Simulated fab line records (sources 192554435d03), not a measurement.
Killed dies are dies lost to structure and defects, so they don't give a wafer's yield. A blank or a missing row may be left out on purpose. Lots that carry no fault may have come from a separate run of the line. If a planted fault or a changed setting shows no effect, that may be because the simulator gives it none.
Matching of chambers    flow n5_finfet    pecvd-02 running N5_BEOL_M8_DEP_56: 3 sister chambers
The step deposits SiCN from 3MS/NH3, target thk 10 nm, time 17.5 s. 6 wafers are shown with their chamber, then 9 later ones without.

## WAFERS, EACH WITH ITS CHAMBER
wafer   chamber  throttle_valve_pct (%)  showerhead_plenum_p_Torr (Torr)
L086.2  0        8.5                     3.657
L085.4  1        9.3                     3.649
L085.5  2        8.1                     3.654
L088.1  0        8.8                     3.663
L088.2  1        9.1                     3.646
L088.3  2        8.1                     3.644

## WAFERS WITH NO CHAMBER GIVEN
wafer   throttle_valve_pct (%)  showerhead_plenum_p_Torr (Torr)
L088.4  8.6                     3.659
L088.5  8.3                     3.647
L088.6  9.5                     3.651
L089.2  8.3                     3.643
L089.3  8.8                     3.664
L089.6  8.7                     3.664
L090.4  8.4                     3.656
L090.5  9.7                     3.651
L090.6  8.2                     3.646

## THE CHAMBER EACH PASSED THROUGH
wafer   from the rows above      in truth
L088.4  0                        0
L088.5  2                        2
L088.6  1                        1
L089.2  2                        2
L089.3  0                        0
L089.6  0                        0
L090.4  can't be placed: 0 or 2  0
L090.5  1                        1
L090.6  2                        2
8 of 9 placed correctly. From these rows, 1 cannot be placed; in 1 the true chamber is one of the candidates. Wrongly placed: 0.
How it was worked out, from the rows above alone: a wafer's distance from a chamber is the root of the sum, over the readings, of the square of ((its reading less the chamber's mean) divided by the reading's scatter). The wafer belongs to the nearest chamber; if the next one is less than 2 further off, it can't be placed. Each chamber's mean is taken over the wafers shown for it. The scatter: the root of (the sum of the squares of (reading less its chamber's mean) over the shown wafers, divided by (wafers less chambers)).
